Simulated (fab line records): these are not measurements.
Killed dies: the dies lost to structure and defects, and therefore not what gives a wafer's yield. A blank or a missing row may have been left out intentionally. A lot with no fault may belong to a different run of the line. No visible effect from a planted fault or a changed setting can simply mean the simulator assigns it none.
fab line records	flow n5Finfet
record lots=11	wafers=29	lastDay=17
route steps=1938 shown BEOL_M6@1228
lots that met no fault: taken from a fault-free run of the same line
startH: start of the lot's first displayed wafer, in hours after the record's first day	waitH: hours from the lot's prior step to this one	" the same as in the row above	L1.1+2: several wafers, shown together as one row	- either no value or no given start	* or withheld: withheld	< > ~ a bound
route shown NAME@n: NAME is a module with steps in the file, n the number in the route of the first one	usual: mean and standard deviation over wafers with no fault	same: alike in all rows	chamber/n: place in a boat	sites: the reading at each site	_std_site: their standard deviation	_edge_site: mean of outer sites minus mean of inner sites	radiusMm: for every site, how far away it sits from the centre of the wafer	mask NAME#n: copy n	behind: the last tool/chamber to shape the wafer	hold: the reason the lot was held/the length of the hold in hours/how it ended	device: names the non-switching transistor (n, p or np)	end of line: tests of these same wafers at the route's end	for a step that has no rows: nothing shown but its recipe	killed: at the first sort, the dies lost to defects and structure; wafer yield is something else	map: the dies of a wafer, with x for killed, . for not killed, _ for no die there
set.NAME: the run value of the setting; set.NAME@STEP: its run value at that earlier step	model.NAME: the simulator's own value behind a step, which no gauge read
steps of the route over a sample of lots; a table a step, a row a wafer
services: a tool's chamber out of use, with start hour (startH, from the record's first day; less than 0 if before it), hours out, and reason
## steps
# step N5_BEOL_M6_OVL_MEAS_29
# recipe pointsPerWafer=522
# usual V5_OVL=0.2/0.64
lot.wafer	tool	chamber	startH	waitH	V5_OVL[nm]
L394.2	overlay-02	0	180.13	0.0	0.9
L394.3	"	0	"	"	0.8
L394.6	"	0	"	"	0.9
L395.3	overlay-02	0	187.31	0.0	0.6
L395.4	"	0	"	"	0.0
L395.5	"	0	"	"	0.1
L396.2	overlay-01	0	192.50	0.0	0.0
L396.5	"	0	"	"	-0.2
L397.2	overlay-01	0	203.63	0.0	0.6
L397.4	"	0	"	"	0.1
L397.5	"	0	"	"	-0.7
L398.2	overlay-02	0	214.01	0.0	0.7
L398.6	"	0	"	"	0.3
L400.1	overlay-01	0	218.68	0.0	1.0
L400.2	"	0	"	"	0.2
L403.1	overlay-02	0	228.90	0.0	0.9
L403.2	"	0	"	"	0.1
L403.5	"	0	"	"	0.1
L401.2	overlay-01	0	228.95	0.0	-0.6
L401.3	"	0	"	"	-1.1
L401.4	"	0	"	"	-0.9
L408.1	overlay-02	0	266.87	0.0	0.3
L408.2	"	0	"	"	-0.8
L408.4	"	0	"	"	-0.1
L412.3	overlay-01	0	292.95	0.0	0.7
L412.6	"	0	"	"	-0.2
L414.2	overlay-01	0	318.97	0.0	-0.2
L414.4	"	0	"	"	0.0
L414.5	"	0	"	"	-0.3
# step N5_BEOL_M6_ETCH_66
# recipe chemistry=N2/H2	target=SOC	targetDepthA=800	overetchA=160	maskMaterial=SiARC	tempC=40	timeS=120	ionEnergyEv=200	pressureMtorr=30	sourceW=840	biasW=150	n2FlowSccm=200	h2FlowSccm=200
# usual drypumpMotorCurrentA=5.8/0.43	n2FlowSccm=200.0/0.59	oesProductAu=0.60/0.051	rfFwdPowerW=835.8/2.5	rfVppV=524.3/2	showerheadPlenumPTorr=2.56/0.067	throttleValvePct=17.91/0.2
# same timeS=120
lot.wafer	tool	chamber	startH	waitH	drypumpMotorCurrentA	n2FlowSccm	oesProductAu	rfFwdPowerW	rfHoursCounterH	rfVppV	showerheadPlenumPTorr	throttleValvePct
L394.2	rieDiel-01	1	180.30	0.0	5.3	200.6	0.54	835.6	236	525.1	2.60	18.04
L394.3	"	0	"	"	5.1	200.2	0.58	831.3	123	525.3	2.56	17.81
L394.6	"	0	"	"	5.1	200.0	0.59	835.0	-	523.2	2.56	17.81
L395.3	rieDiel-02	2	187.47	0.0	6.3	199.4	0.67	833.2	25	529.6	2.72	17.77
L395.4	"	3	"	"	5.4	199.1	0.55	835.9	170	522.3	2.54	18.17
L395.5	"	2	"	"	6.3	200.0	0.67	833.9	-	526.6	2.72	17.76
L396.2	rieDiel-02	1	192.67	0.0	6.3	199.6	0.54	835.4	230	523.1	2.51	18.08
L396.5	"	2	"	"	6.3	200.0	0.66	839.5	-	528.4	2.72	17.77
L397.2	rieDiel-05	3	203.80	0.0	6.3	200.3	0.60	833.2	129	524.9	2.56	17.84
L397.4	"	1	"	"	5.7	199.4	0.57	839.1	186	524.5	2.52	17.80
L397.5	"	3	"	"	6.3	199.3	0.59	835.3	-	524.5	2.56	17.85
L398.2	rieDiel-02	2	214.18	0.0	6.3	201.0	0.66	837.3	33	528.0	2.72	17.78
L398.6	"	2	"	"	6.3	199.9	0.66	836.6	-	529.4	2.72	17.79
L400.1	rieDiel-02	0	219.51	0.0	5.9	200.3	0.64	834.1	66	525.2	2.58	17.75
L400.2	"	3	"	"	5.4	199.5	0.55	839.1	180	524.2	2.54	18.20
L403.1	rieDiel-05	3	229.07	0.0	6.3	199.9	0.59	831.6	139	523.8	2.56	17.86
L403.2	"	1	"	"	5.7	200.3	0.56	836.2	195	522.9	2.51	17.81
L403.5	"	1	"	"	5.7	199.4	0.57	839.0	-	523.2	2.51	17.82
L401.2	rieDiel-02	2	229.36	0.0	6.3	200.1	0.64	832.1	40	528.2	2.71	17.79
L401.3	"	3	"	"	5.4	200.2	0.55	837.8	184	522.4	2.54	18.19
L401.4	"	0	"	"	5.9	199.4	0.64	836.6	69	525.0	2.57	17.74
L408.1	rieDiel-05	1	267.14	0.0	5.7	200.0	0.56	834.1	207	523.9	2.51	17.83
L408.2	"	3	"	"	6.3	199.9	0.58	1030.5	152	487.1	2.55	17.88
L408.4	"	0	"	"	5.9	199.8	0.59	837.0	135	524.6	2.56	18.16
L412.3	rieDiel-02	2	293.11	0.0	6.3	200.9	0.63	835.5	63	528.4	2.70	17.83
L412.6	"	2	"	"	6.3	199.8	0.62	834.9	-	528.1	2.70	17.85
L414.2	rieDiel-01	3	319.14	0.0	6.1	199.5	0.62	835.3	106	525.5	2.57	17.80
L414.4	"	0	"	"	5.1	198.8	0.55	831.0	176	523.1	2.53	17.89
L414.5	"	2	"	"	5.2	200.4	0.56	838.0	-	520.5	2.42	18.22
# step N5_BEOL_M6_STRIP_36
# recipe chemistry=N2/H2	powerW=450	tempC=40	pressureMtorr=20	rfFrequencyHz=6e+07	overashFraction=0.3	biasPowerW=7	h2Frac=0.5	n2FlowSccm=200	h2FlowSccm=200
# usual drypumpMotorCurrentA=5.8/0.42	n2FlowSccm=199.8/0.63	oesProductAu=0.79/0.072	powerW=450.0/1.4	rfVppV=59.3/1.6	showerheadPlenumPTorr=2.56/0.067	throttleValvePct=23.75/0.29
lot.wafer	tool	chamber	startH	waitH	drypumpMotorCurrentA	n2FlowSccm	oesProductAu	powerW	rfHoursCounterH	rfVppV	showerheadPlenumPTorr	throttleValvePct
L394.2	rieDiel-01	1	180.45	0.0	5.3	199.0	0.71	450.1	236	62.1	2.59	23.73
L394.3	"	0	"	"	5.1	200.4	0.77	452.0	123	61.6	2.55	23.58
L394.6	"	0	"	"	5.1	199.8	0.76	448.3	-	59.0	2.55	23.60
L395.3	rieDiel-02	2	187.63	0.0	6.3	200.0	0.88	449.3	25	60.4	2.71	23.73
L395.4	"	3	"	"	5.4	199.1	0.73	449.6	170	59.6	2.54	24.17
L395.5	"	2	"	"	6.3	199.4	0.89	451.9	-	59.6	2.71	23.77
L396.2	rieDiel-02	1	192.82	0.0	6.3	200.6	0.71	450.5	230	57.7	2.51	23.76
L396.5	"	2	"	"	6.3	199.3	0.88	453.2	-	60.9	2.71	23.76
L397.2	rieDiel-05	3	203.95	0.0	6.3	200.2	0.77	448.9	129	55.6	2.56	23.54
L397.4	"	1	"	"	5.7	198.7	0.73	448.8	186	58.7	2.51	23.51
L397.5	"	3	"	"	6.3	200.6	0.78	450.7	-	61.0	2.56	23.54
L398.2	rieDiel-02	2	214.33	0.0	6.3	199.1	0.86	450.4	33	60.5	2.71	23.76
L398.6	"	2	"	"	6.3	199.4	0.86	450.7	-	60.2	2.71	23.74
L400.1	rieDiel-02	0	219.67	0.0	5.9	200.7	0.84	448.4	66	58.0	2.57	23.51
L400.2	"	3	"	"	5.4	200.2	0.73	448.9	181	56.7	2.53	24.17
L403.1	rieDiel-05	3	229.22	0.0	6.3	200.3	0.78	450.7	139	60.8	2.55	23.56
L403.2	"	1	"	"	5.7	199.8	0.74	449.1	195	57.8	2.51	23.48
L403.5	"	1	"	"	5.7	199.4	0.73	452.1	-	60.3	2.51	23.49
L401.2	rieDiel-02	2	229.51	0.0	6.3	199.9	0.84	453.5	40	58.6	2.71	23.75
L401.3	"	3	"	"	5.4	201.1	0.72	450.9	184	60.0	2.53	24.21
L401.4	"	0	"	"	5.8	199.9	0.85	447.7	69	60.2	2.57	23.49
L408.1	rieDiel-05	1	267.29	0.0	5.7	200.0	0.71	449.4	207	63.1	2.50	23.51
L408.2	"	3	"	"	6.3	199.4	0.78	450.1	152	60.8	2.55	23.61
L408.4	"	0	"	"	5.9	200.4	0.75	450.8	135	60.1	2.55	24.23
L412.3	rieDiel-02	2	293.27	0.0	6.3	198.9	0.83	452.1	63	61.6	2.70	23.81
L412.6	"	2	"	"	6.3	199.6	0.83	452.4	-	59.3	2.70	23.79
L414.2	rieDiel-01	3	319.29	0.0	6.1	200.1	0.82	451.8	106	61.7	2.56	23.82
L414.4	"	0	"	"	5.1	200.7	0.74	450.9	176	60.1	2.53	23.62
L414.5	"	2	"	"	5.2	198.3	0.73	447.9	-	58.7	2.42	24.03
# step N5_BEOL_M6_ETCH_41
# recipe chemistry=CH3F/O2	target=SiCN	targetDepthA=297	taperDeg=2	timeS=52	ionEnergyEv=120	maskMaterial=TiN	pressureMtorr=30	sourceW=395	biasW=75	Ar_flow_sccm=150	CH3F_flow_sccm=30	O2_flow_sccm=20
# usual O2_flow_sccm=19.99/0.062	drypumpMotorCurrentA=5.8/0.42	mfcArSccm=150.0/0.46	oesProductAu=0.79/0.071	rfFwdPowerW=391.4/1.7	rfVppV=297.6/1.3	showerheadPlenumPTorr=2.02/0.052	throttleValvePct=16.42/0.17
# same timeS=52
lot.wafer	tool	chamber	startH	waitH	O2_flow_sccm	drypumpMotorCurrentA	mfcArSccm	oesProductAu	rfFwdPowerW	rfHoursCounterH	rfVppV	showerheadPlenumPTorr	throttleValvePct
L394.2	rieDiel-01	1	-	-	19.98	5.3	149.6	0.70	390.6	236	297.6	2.07	16.77
L394.3	"	0	"	"	20.03	5.1	150.3	0.76	390.5	123	298.1	2.01	16.36
L394.6	"	0	"	"	19.96	5.1	149.9	0.77	390.0	-	297.0	2.01	16.35
L395.3	rieDiel-02	2	-	-	19.98	6.3	150.0	0.88	389.7	25	299.9	2.13	16.19
L395.4	"	3	"	"	19.94	5.4	149.7	0.73	391.8	170	297.9	1.99	16.48
L395.5	"	2	"	"	19.98	6.3	150.1	0.87	390.7	-	299.0	2.13	16.17
L396.2	rieDiel-02	1	-	-	20.05	6.3	149.6	0.71	389.0	230	297.1	1.97	16.63
L396.5	"	2	"	"	19.90	6.3	149.6	0.86	392.5	-	300.6	2.13	16.19
L397.2	rieDiel-05	3	-	-	19.98	6.3	149.6	0.78	388.0	129	296.4	2.00	16.34
L397.4	"	1	"	"	20.01	5.7	149.8	0.74	391.5	187	296.7	2.00	16.54
L397.5	"	3	"	"	19.88	6.3	150.0	0.78	388.3	-	297.4	2.00	16.34
L398.2	rieDiel-02	2	-	-	19.98	6.3	150.3	0.86	392.1	33	300.3	2.13	16.18
L398.6	"	2	"	"	19.99	6.3	150.2	0.86	393.5	-	300.6	2.13	16.18
L400.1	rieDiel-02	0	-	-	20.05	5.9	150.5	0.83	390.1	66	299.0	2.05	16.38
L400.2	"	3	"	"	19.95	5.4	150.2	0.72	392.7	181	297.5	1.98	16.51
L403.1	rieDiel-05	3	-	-	20.06	6.3	150.5	0.78	387.1	139	297.9	2.00	16.35
L403.2	"	1	"	"	19.93	5.7	149.9	0.73	391.8	195	296.6	2.00	16.56
L403.5	"	1	"	"	19.95	5.7	149.8	0.73	393.2	-	297.1	2.00	16.56
L401.2	rieDiel-02	2	-	-	19.96	6.3	149.5	0.85	390.4	40	299.6	2.13	16.23
L401.3	"	3	"	"	20.03	5.4	150.5	0.72	393.3	184	297.2	1.98	16.51
L401.4	"	0	"	"	19.92	5.9	149.9	0.84	393.2	70	297.8	2.04	16.39
L408.1	rieDiel-05	1	-	-	20.05	5.7	149.8	0.72	391.6	207	296.8	2.00	16.58
L408.2	"	3	"	"	19.99	6.3	150.5	0.76	388.0	152	297.0	2.00	16.39
L408.4	"	0	"	"	20.00	5.9	150.1	0.77	391.1	135	297.7	2.00	16.50
L412.3	rieDiel-02	2	-	-	19.96	6.3	150.2	0.83	391.2	63	299.9	2.12	16.25
L412.6	"	2	"	"	20.06	6.3	150.6	0.81	392.1	-	300.1	2.12	16.24
L414.2	rieDiel-01	3	-	-	19.84	6.1	149.6	0.81	391.0	106	297.7	2.03	16.19
L414.4	"	0	"	"	19.93	5.1	149.7	0.72	391.6	176	297.4	1.99	16.44
L414.5	"	2	"	"	20.00	5.2	150.0	0.72	392.1	-	295.1	1.91	16.77
## services
tool	chamber	startH	hours	kind
rieDiel-02	3	176.47	6.5	repair
rieDiel-05	2	179.93	8.2	repair
rieDiel-02	1	215.45	4.4	repair
rieDiel-01	1	220.56	-	clean
rieDiel-01	1	220.56	-	consumableReplace:focusRing
rieDiel-01	1	220.56	19.1	scheduledDown
rieDiel-01	1	220.56	19.1	ventCycle
rieDiel-01	-	223.56	0.1	repair
rieDiel-02	1	250.21	-	clean
rieDiel-02	1	250.21	-	consumableReplace:focusRing
rieDiel-02	1	250.21	13.8	scheduledDown
rieDiel-02	1	250.21	13.8	ventCycle
rieDiel-02	-	274.83	1.4	repair
## key
firstSign step=N5_BEOL_M6_ETCH_66	reading=rfFwdPowerW	direction=up	sigmas=78	usual=*	struck=*
effect step=N5_BEOL_M6_ETCH_66	reading=rfVppV	direction=down	sigmas=19	usual=524.3	struck=487.1
metAt N5_BEOL_M6_ETCH_66
struckLots L408
struckWafers L408.2
notActingAt N5_BEOL_M6_OVL_MEAS_29,N5_BEOL_M6_STRIP_36,N5_BEOL_M6_ETCH_41
onsetBetween 229.07 267.14
fault kind=processParameterDrift	tool=rieDiel-05	chamber=3	onsetH=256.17	steps=N5_BEOL_M6_ETCH_66	channel=sourceW	offset=201.6	shape=step	endH=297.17	actsIn=theseRecipesOnly	stated=840
